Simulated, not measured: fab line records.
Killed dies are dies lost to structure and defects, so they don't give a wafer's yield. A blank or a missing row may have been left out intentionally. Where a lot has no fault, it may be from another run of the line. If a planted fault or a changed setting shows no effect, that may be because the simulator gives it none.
Chamber matching	flow n5-finfet	N5_DUMMY_GATE_CMP_04 on cmp-02: 4 sister chambers
The step polishes a-Si. 4 wafers are shown with their chamber, then 12 later ones without.

## WAFERS PAIRED WITH THEIR CHAMBERS
wafer	chamber	motor-current-A (A)
L088.1	0	8.1
L088.4	2	9.9
L090.3	1	10.6
L090.6	3	10.1

## WAFERS WHOSE CHAMBER IS MISSING
wafer	motor-current-A (A)
L090.1	8.2
L090.2	9.5
L090.5	8.2
L091.1	10.2
L091.2	8.1
L091.6	8.2
L092.1	10.2
L092.2	11.1
L092.3	8.3
L095.1	9.2
L095.4	10.7
L095.5	8.4

## WHICH CHAMBER EACH WENT THROUGH
wafer	from the rows above	in truth
L090.1	0	0
L090.2	can't be placed: 2 or 3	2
L090.5	0	0
L091.1	can't be placed: 3 or 2 or 1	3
L091.2	0	0
L091.6	0	0
L092.1	can't be placed: 3 or 2 or 1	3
L092.2	can't be placed: 1 or 3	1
L092.3	0	0
L095.1	can't be placed: 2 or 3 or 0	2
L095.4	can't be placed: 1 or 3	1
L095.5	0	0
6 of 12 placed correctly. These rows do not allow placing 6 (true chamber among the candidates in 6). Number placed wrongly: 0.
How it was worked out, from the rows above alone: a wafer's distance from a chamber is the root of the sum, over the readings, of the square of ((its reading less the chamber's mean) divided by the reading's scatter). If the next closest chamber is less than 2 further off than the closest, the wafer can't be placed; otherwise it belongs to the closest. Each chamber's mean is taken over the wafers shown for it. The scatter (one wafer shown for each chamber): square how far every hidden wafer sits from the nearest shown wafer, average those squares and take the square root.
